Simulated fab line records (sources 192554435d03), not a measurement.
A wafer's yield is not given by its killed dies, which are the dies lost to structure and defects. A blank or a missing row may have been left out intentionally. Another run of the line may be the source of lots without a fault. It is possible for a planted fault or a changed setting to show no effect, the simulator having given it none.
fab line records	flow n5_finfet
[record] lots = 9	wafers = 27	last_day = 18
route steps=1938 shown BEOL_M0_SAQP@670 BEOL_M4@1111 PASSIVATION@1936
lots that met no fault: taken from a fault-free run of the same line
start_h: the number of hours between the record's first day and the start of the first shown wafer of the lot	wait_h: hours from the lot's prior step to this one	" identical to the entry in the row above	L1.1+2: a single row standing in for several wafers	- no value, or no start given	* or withheld: withheld	< > ~ a bound
route shown NAME@n: NAME is a module with steps in the file, n the number in the route of the first one	usual: the fault-free wafers' mean and standard deviation	same: alike in all rows	chamber/n: place in a boat	sites: the reading at each site	_std_site: how widely they spread, as a standard deviation	_edge_site: outer sites' mean less inner sites'	radius_mm: how far each site lies from the wafer's centre	mask NAME#n: copy n	behind: tool/chamber where the wafer was last shaped	hold: why the lot was held/for how many hours/how that ended	device: which transistor (n, p or np) failed to switch	end of line: at the end of the route, the tests of the same wafers	a step given without rows: its recipe and nothing more	killed: the dies lost at the first sort to structure and to defects; this is not the yield of the wafer	map: the dies of a wafer, with x for killed, . for not killed, _ for no die there
set.NAME: the setting as run; set.NAME@STEP: as run at that earlier step	model.NAME: the simulator's own value behind a step, which no gauge read
a sample of lots followed through the steps of the route, with each step as a table and each wafer as a row
services: from which hour (start_h, from the record's first day; less than 0 if before it) a tool's chamber was out of use, for how many hours, and why
[[steps]]
[step N5_BEOL_M0_SAQP_RECESS_104]
[recipe] chemistry = HF/NH3	target = SiO2	target_depth_a = 180	afs_cycles = 3	temp_c = 30	sublimation_temp_c = 180	sublimation_time_s = 60
[usual] drypump_motor_current_A = 5.9/0.34
[same] sublimation_time_s = 60
lot.wafer	tool	chamber	start_h	wait_h	drypump_motor_current_A
L271.1	vapor_etch-01	0	113.06	0.1	5.5
L271.3	"	1	"	"	5.6
L271.6	"	0	"	"	5.5
L272.1	vapor_etch-01	1	122.07	0.1	5.6
L272.4	"	0	"	"	5.4
L272.5	"	1	"	"	5.6
L273.2	vapor_etch-01	1	138.53	0.1	5.6
L273.3	"	1	"	"	5.7
L273.6	"	1	"	"	5.7
L274.1	vapor_etch-01	1	140.22	0.1	5.6
L274.2	"	0	"	"	5.4
L274.4	"	1	"	"	5.6
L283.1	vapor_etch-01	0	183.68	0.1	5.4
L283.2	"	1	"	"	5.6
L283.5	"	0	"	"	5.4
L290.1	vapor_etch-01	1	226.29	0.1	5.6
L290.3	"	1	"	"	5.6
L290.4	"	0	"	"	5.4
L292.2	vapor_etch-02	1	240.64	0.1	6.0
L292.4	"	0	"	"	6.3
L292.5	"	0	"	"	6.4
L291.1	vapor_etch-02	1	242.91	0.1	6.0
L291.3	"	1	"	"	6.0
L291.6	"	1	"	"	6.0
L294.1	vapor_etch-02	1	248.59	0.1	6.0
L294.4	"	1	"	"	6.0
L294.6	"	1	"	"	6.0
[step N5_BEOL_M0_SAQP_SPACER2_ETCHBACK_27]
[recipe] chemistry = CHF3/O2	mode = anisotropic_etchback	target = SiO2	target_depth_a = 225	time_s = 11.25	pressure_mtorr = 30	source_w = 650	bias_w = 170	Ar_flow_sccm = 200	CHF3_flow_sccm = 50	O2_flow_sccm = 5	ion_energy_ev = 200
[usual] drypump_motor_current_A = 5.8/0.48	oes_product_au = 0.80/0.088	rf_vpp_V = 524/11	showerhead_plenum_p_Torr = 2.45/0.07	throttle_valve_pct = 18.9/0.33
lot.wafer	tool	chamber	start_h	wait_h	drypump_motor_current_A	oes_product_au	rf_hours_counter_h	rf_vpp_V	showerhead_plenum_p_Torr	throttle_valve_pct
L271.1	rie_diel-04	0	114.40	0.3	5.6	0.74	163	528	2.42	19.3
L271.3	"	3	"	"	5.8	0.71	231	521	2.46	18.6
L271.6	"	2	"	"	5.7	0.75	-	537	2.52	19.2
L272.1	rie_diel-04	1	123.37	0.3	6.3	0.75	171	538	2.50	18.6
L272.4	"	0	"	"	5.6	0.72	165	529	2.41	19.3
L272.5	"	0	"	"	5.6	0.73	-	529	2.41	19.3
L273.2	rie_diel-02	2	140.62	0.5	6.7	0.94	9	537	2.47	18.4
L273.3	"	3	"	"	6.6	0.94	17	531	2.56	18.8
L273.6	"	0	"	"	5.2	0.71	-	528	2.40	19.3
L274.1	rie_diel-03	3	142.95	0.3	5.6	0.92	20	510	2.56	18.6
L274.2	"	1	"	"	6.0	0.75	155	502	2.31	19.0
L274.4	"	0	"	"	5.9	0.76	149	519	2.42	18.9
L283.1	rie_diel-02	2	185.00	0.3	6.6	0.90	24	537	2.46	18.4
L283.2	"	0	"	"	5.1	0.70	201	528	2.40	19.3
L283.5	"	2	"	"	6.6	0.91	-	537	2.46	18.4
L290.1	rie_diel-04	1	227.90	0.6	6.3	0.72	205	536	2.49	18.6
L290.3	"	3	"	"	5.7	0.99	9	521	2.45	18.2
L290.4	"	0	"	"	5.6	0.71	197	528	2.40	19.3
L292.2	rie_diel-04	2	242.52	0.4	5.7	0.71	172	538	2.50	19.3
L292.4	"	1	"	"	6.3	0.72	209	535	2.48	18.7
L292.5	"	0	"	"	5.6	0.71	-	528	2.40	19.4
L291.1	rie_diel-03	0	244.62	0.3	5.9	0.74	180	520	2.41	19.0
L291.3	"	3	"	"	5.6	0.85	54	507	2.55	18.7
L291.6	"	0	"	"	5.9	0.74	-	520	2.40	19.0
L294.1	rie_diel-02	1	249.89	0.3	5.4	0.82	85	520	2.43	18.6
L294.4	"	2	"	"	6.6	0.86	44	537	2.45	18.4
L294.6	"	2	"	"	6.6	0.86	-	535	2.45	18.4
[step N5_BEOL_M0_SAQP_CD_MEAS_40]
[recipe] target_cd_nm = 30	landing_energy_ev = 500	detector = se_inlens
[usual] cd_nm = 30.00/0.24
lot.wafer	tool	chamber	start_h	wait_h	cd_nm
L271.1	cd_sem-01	0	115.03	-	30.02
L271.3	"	0	"	"	30.01
L271.6	"	0	"	"	30.44
L272.1	cd_sem-02	0	124.00	-	29.90
L272.4	"	0	"	"	29.74
L272.5	"	0	"	"	30.10
L273.2	cd_sem-02	0	141.13	-	29.63
L273.3	"	0	"	"	29.74
L273.6	"	0	"	"	29.62
L274.1	cd_sem-03	0	143.58	-	29.77
L274.2	"	0	"	"	29.94
L274.4	"	0	"	"	29.91
L283.1	cd_sem-03	0	185.51	-	29.90
L283.2	"	0	"	"	30.04
L283.5	"	0	"	"	29.95
L290.1	cd_sem-01	0	228.44	-	30.14
L290.3	"	0	"	"	30.06
L290.4	"	0	"	"	30.24
L292.2	cd_sem-02	0	243.15	-	29.89
L292.4	"	0	"	"	30.03
L292.5	"	0	"	"	30.06
L291.1	cd_sem-01	0	245.13	-	30.09
L291.3	"	0	"	"	30.09
L291.6	"	0	"	"	29.97
L294.1	cd_sem-02	0	250.52	-	29.88
L294.4	"	0	"	"	30.17
L294.6	"	0	"	"	29.96
[step N5_BEOL_M0_SAQP_ETCH_73]
[recipe] chemistry = CF4	target = SiARC	target_depth_a = 195	mask_material = CAR-EUV	time_s = 32.5	ion_energy_ev = 80	pressure_mtorr = 40	source_w = 545	bias_w = 36	Ar_flow_sccm = 100	cf4_flow_sccm = 100	ends = cleared
[usual] cf4_flow_sccm = 100.0/0.3	drypump_motor_current_A = 5.8/0.42	etch_rf_on_time_s = 32.7/0.69	oes_product_au = 0.67/0.07	rf_vpp_V = 184.5/1.2	showerhead_plenum_p_Torr = 2.18/0.064	throttle_valve_pct = 15.58/0.29
lot.wafer	tool	chamber	start_h	wait_h	cf4_flow_sccm	drypump_motor_current_A	etch_rf_on_time_s	oes_product_au	rf_hours_counter_h	rf_vpp_V	showerhead_plenum_p_Torr	throttle_valve_pct
L271.1	rie_diel-03	1	115.21	0.0	99.4	6.0	33.0	0.65	149	183.8	2.06	15.73
L271.3	"	2	"	"	100.1	5.0	33.5	0.69	84	184.3	2.16	15.69
L271.6	"	2	"	"	100.3	5.0	33.8	0.70	-	183.6	2.16	15.68
L272.1	rie_diel-04	3	124.39	0.0	99.8	5.7	32.1	0.61	234	185.0	2.19	15.45
L272.4	"	0	"	"	100.1	5.6	33.1	0.63	165	184.3	2.14	15.90
L272.5	"	2	"	"	99.7	5.7	32.3	0.65	-	185.9	2.23	15.91
L273.2	rie_diel-02	0	141.40	0.0	100.3	5.1	33.1	0.60	186	184.0	2.12	15.89
L273.3	"	2	"	"	100.4	6.6	32.4	0.79	9	184.6	2.19	15.03
L273.6	"	2	"	"	100.1	6.6	32.3	0.80	-	185.6	2.19	15.04
L274.1	rie_diel-03	1	144.01	0.0	99.7	6.0	32.6	0.65	156	183.3	2.05	15.75
L274.2	"	3	"	"	100.0	5.7	31.7	0.78	21	185.8	2.28	15.26
L274.4	"	0	"	"	100.0	5.9	33.2	0.65	149	184.2	2.15	15.63
L283.1	rie_diel-03	3	185.68	0.0	99.9	5.7	32.7	0.75	36	186.0	2.27	15.30
L283.2	"	2	"	"	130.0	5.0	32.4	0.69	104	182.8	2.36	16.92
L283.5	"	3	"	"	99.5	5.6	32.3	0.76	-	186.7	2.27	15.29
L290.1	rie_diel-02	1	228.74	0.0	100.1	5.4	31.3	0.71	78	184.9	2.16	15.25
L290.3	"	3	"	"	99.9	6.6	31.9	0.77	44	185.7	2.26	15.45
L290.4	"	2	"	"	100.0	6.6	32.2	0.75	37	183.9	2.19	15.10
L292.2	rie_diel-04	3	243.32	0.0	99.8	5.7	31.1	0.84	13	183.8	2.18	14.99
L292.4	"	2	"	"	99.3	5.8	32.7	0.60	172	184.5	2.22	15.98
L292.5	"	1	"	"	100.1	6.3	33.3	0.61	-	184.1	2.21	15.44
L291.1	rie_diel-04	0	245.30	0.0	100.1	5.6	33.4	0.59	202	184.4	2.12	15.99
L291.3	"	1	"	"	100.3	6.3	33.1	0.61	209	184.8	2.21	15.42
L291.6	"	1	"	"	100.0	6.3	33.2	0.62	-	184.2	2.21	15.43
L294.1	rie_diel-04	0	250.77	0.0	100.5	5.6	33.4	0.61	205	184.2	2.12	16.00
L294.4	"	3	"	"	99.7	5.7	30.8	0.83	15	185.5	2.18	15.00
L294.6	"	2	"	"	100.0	5.7	32.5	0.61	-	186.3	2.22	15.98
[step N5_BEOL_M4_RC_MEAS_101]
[usual] DIBL_N = 35.9/1.4	DIBL_P = 35.9/1.7	IOFF_N = 0.160/0.026	IOFF_P = 0.21/0.036	ION_N = 672/11	ION_P = 461/8.1	SS_N = 71.4/0.54	SS_P = 73.2/0.67	VT_N = 249.3/2.7	VT_P = -250/3.9
lot.wafer	tool	chamber	start_h	wait_h	DIBL_N[mV/V]	DIBL_P[mV/V]	IOFF_N[nA/um]	IOFF_P[nA/um]	ION_N[uA/um]	ION_P[uA/um]	SS_N[mV/dec]	SS_P[mV/dec]	VT_N[mV]	VT_P[mV]
L271.1	prober-01	0	161.63	0.0	35.5	35.6	0.172	0.26	685	473	71.3	73.5	250.0	-243
L271.3	"	0	"	"	34.1	33.7	0.148	0.23	678	478	71.3	73.0	248.9	-246
L271.6	"	0	"	"	34.8	34.4	0.159	0.24	681	474	71.0	72.9	248.9	-244
L272.1	prober-01	0	172.90	0.0	34.3	33.6	0.129	0.19	660	462	71.6	72.8	250.5	-248
L272.4	"	0	"	"	38.8	39.7	0.233	0.29	687	468	72.8	74.8	243.2	-244
L272.5	"	0	"	"	36.5	35.2	0.155	0.22	672	457	72.1	73.3	251.0	-247
L273.2	prober-01	0	192.44	0.2	34.8	34.6	0.127	0.20	660	460	71.4	71.7	253.8	-248
L273.3	"	0	"	"	36.4	37.3	0.172	0.26	683	474	71.5	73.3	250.2	-246
L273.6	"	0	"	"	32.5	32.9	0.114	0.19	669	470	70.7	72.3	250.5	-247
L274.1	prober-02	0	196.80	0.0	36.3	36.2	0.161	0.22	674	462	71.1	74.1	249.6	-247
L274.2	"	0	"	"	38.0	39.1	0.208	0.28	682	465	72.0	73.7	246.3	-248
L274.4	"	0	"	"	36.7	35.7	0.169	0.21	674	454	71.8	73.2	250.4	-247
L283.1	prober-02	0	250.04	0.0	38.3	39.4	0.204	0.25	676	464	72.0	73.9	243.8	-250
L283.2	"	0	"	"	35.8	36.3	0.158	0.20	686	466	71.6	72.9	248.7	-250
L283.5	"	0	"	"	36.1	36.8	0.169	0.21	687	463	71.7	72.5	245.5	-251
L290.1	prober-01	0	288.39	0.0	35.5	35.9	0.162	0.25	663	465	72.1	72.7	249.5	-243
L290.3	"	0	"	"	37.5	38.4	0.193	0.28	680	472	72.4	74.2	248.3	-244
L290.4	"	0	"	"	35.4	35.7	0.156	0.24	667	462	71.2	72.8	249.9	-248
L292.2	prober-02	0	291.75	0.2	40.2	39.1	0.228	0.27	677	468	72.5	74.4	246.0	-248
L292.4	"	0	"	"	35.4	34.9	0.132	0.19	672	462	70.7	72.5	252.0	-254
L292.5	"	0	"	"	37.4	37.0	0.165	0.22	682	465	71.2	73.3	247.7	-249
L291.1	prober-02	0	309.35	0.0	36.1	34.4	0.142	0.15	664	450	70.9	72.8	249.5	-258
L291.3	"	0	"	"	37.1	36.0	0.142	0.17	643	441	71.9	73.1	253.3	-254
L291.6	"	0	"	"	37.0	36.6	0.158	0.18	674	450	71.8	73.2	248.2	-255
L294.1	prober-02	0	316.26	0.0	36.1	36.2	0.149	0.18	665	456	71.0	72.9	252.6	-253
L294.4	"	0	"	"	35.0	35.4	0.136	0.17	678	459	70.9	73.7	253.1	-255
L294.6	"	0	"	"	38.2	39.4	0.190	0.24	675	462	71.5	74.2	249.5	-248
[step N5_PASSIVATION_PROBE_49]
[usual] defect_limited_yield = 90.9/1.5	killed_at_M0_to_M3 = 35/10	killed_at_M4_up = 14/5.2	killed_at_contacts = 13/7.3	killed_at_front_end = 42/12	killed_at_other = 3.4/2.5	killed_dies = 108/18	killed_open = 70/13	killed_short = 35/8	sort_bin_4_leakage = 0.00/0.007	sort_bin_5_function = 5.4/1	sort_bin_6_memory = 3.4/0.71	sort_bin_8_speed = 0.00/0.0099	sort_n_pass = 1072/18	sort_yield_pct = 90.9/1.5
[same] gross_dies = 1180	killed_at_back_side = 0
lot.wafer	tool	chamber	start_h	wait_h	defect_limited_yield[%]	killed_at_M0_to_M3	killed_at_M4_up	killed_at_contacts	killed_at_front_end	killed_at_other	killed_dies	killed_open	killed_short	sort_bin_4_leakage[%]	sort_bin_5_function[%]	sort_bin_6_memory[%]	sort_bin_8_speed[%]	sort_n_pass	sort_yield_pct[%]
L283.1	prober-01	-	346.29	0.0	91.2	33	29	7	30	5	104	73	22	0	4.6	3.6	0	1076	91.2
L283.2	prober-01	-	346.34	0.1	89.7	48	23	12	34	4	121	67	52	0	5.8	4.0	0	1059	89.7
L283.5	prober-01	-	346.49	0.2	88.6	36	35	11	42	10	134	85	46	0	7.6	3.2	0	1046	88.6
L290.1	prober-01	-	405.70	0.0	92.4	19	7	10	47	7	90	59	26	0	4.6	2.9	0	1090	92.4
L290.3	prober-01	-	405.80	0.1	93.6	26	11	1	34	3	75	45	27	0	3.8	2.5	0	1105	93.6
L290.4	prober-01	-	405.85	0.2	89.8	37	9	10	64	0	120	82	32	0	6.8	2.9	0	1060	89.8
// killed by level:class
L283.1 BEOL_M4:geometric_particle:open=14 STI_FIN_REVEAL:geometric_particle:open=7 BEOL_M1:geometric_particle:open=6 BEOL_M3:geometric_particle:open=6 DUMMY_GATE:geometric_particle:open=5 MOL_CONTACT_COAG:geometric_particle:open=5 BEOL_M0_SAQP:geometric_particle:short=5 BEOL_M2:geometric_particle:open=5
L283.2 BEOL_M3:geometric_particle:open=13 BEOL_M4:geometric_particle:open=12 FIN_SAQP:geometric_particle:short=11 MOL_CONTACT_COAG:geometric_particle:open=8 BEOL_M0_SAQP:geometric_particle:short=7 BEOL_M4:geometric_particle:short=6 BEOL_M0:geometric_particle:short=6 BEOL_M1:geometric_particle:open=6
L283.5 BEOL_M4:geometric_particle:open=24 BEOL_M2:geometric_particle:open=10 PASS1_CAP:geometric_particle:short=8 FIN_SAQP:geometric_particle:short=7 MOL_CONTACT_COAG:geometric_particle:open=7 STI_FIN_REVEAL:geometric_particle:open=7 DUMMY_GATE:geometric_particle:open=7 BEOL_M3:geometric_particle:open=6
L290.1 DUMMY_GATE:geometric_particle:open=10 STI_FIN_REVEAL:geometric_particle:open=8 BEOL_M3:geometric_particle:open=7 FIN_SAQP:geometric_particle:open=6 MOL_CONTACT_COAG:geometric_particle:open=6 GATE_CUT:geometric_particle:short=5 MOL_CONTACT_COAG:geometric_particle:short=4 STARTING-WAFER:geometric_particle:short=4
L290.3 FIN_SAQP:geometric_particle:open=12 FIN_SAQP:geometric_particle:short=9 BEOL_M2:geometric_particle:open=7 BEOL_M1:geometric_particle:short=5 BEOL_M3:geometric_particle:open=5 BEOL_M4:geometric_particle:open=5 BEOL_M1:geometric_particle:open=3 STARTING-WAFER:geometric_particle:short=3
L290.4 BEOL_M3:geometric_particle:open=13 DUMMY_GATE:geometric_particle:open=11 FIN_SAQP:geometric_particle:short=10 FIN_SAQP:geometric_particle:open=10 MOL_CONTACT_COAG:geometric_particle:open=8 BEOL_M2:geometric_particle:open=7 GATE_CUT:geometric_particle:open=6 FIN_CUT:geometric_particle:open=5
[[services]]
tool	chamber	start_h	hours	kind
rie_diel-03	-	163.99	0.5	repair
rie_diel-03	2	175.88	5.3	repair
rie_diel-04	3	179.20	-	clean
rie_diel-04	3	179.20	-	consumable_replace:focus_ring
rie_diel-04	3	179.20	17.8	scheduled_down
rie_diel-04	3	179.20	17.8	vent_cycle
rie_diel-02	3	190.09	4.6	repair
rie_diel-03	0	236.50	2.5	repair
[[key]]
[first_sign] step = N5_BEOL_M0_SAQP_ETCH_73	reading = cf4_flow_sccm	direction = up	sigmas = 99	usual = 100.0	struck = 130.0
[effect] step = N5_BEOL_M0_SAQP_ETCH_73	reading = throttle_valve_pct	direction = up	sigmas = 4.6	usual = *	struck = *
met_at N5_BEOL_M0_SAQP_ETCH_73
struck_lots L283
struck_wafers L283.2
not_acting_at N5_BEOL_M0_SAQP_RECESS_104,N5_BEOL_M0_SAQP_SPACER2_ETCHBACK_27,N5_BEOL_M0_SAQP_CD_MEAS_40
onset_between 115.21 185.68
[fault] kind = process_parameter_drift	tool = rie_diel-03	chamber = 2	onset_h = 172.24	steps = N5_BEOL_M0_SAQP_ETCH_73	channel = cf4_flow_sccm	offset = 30	shape = step	end_h = 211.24	acts_in = these_recipes_only	stated = 100
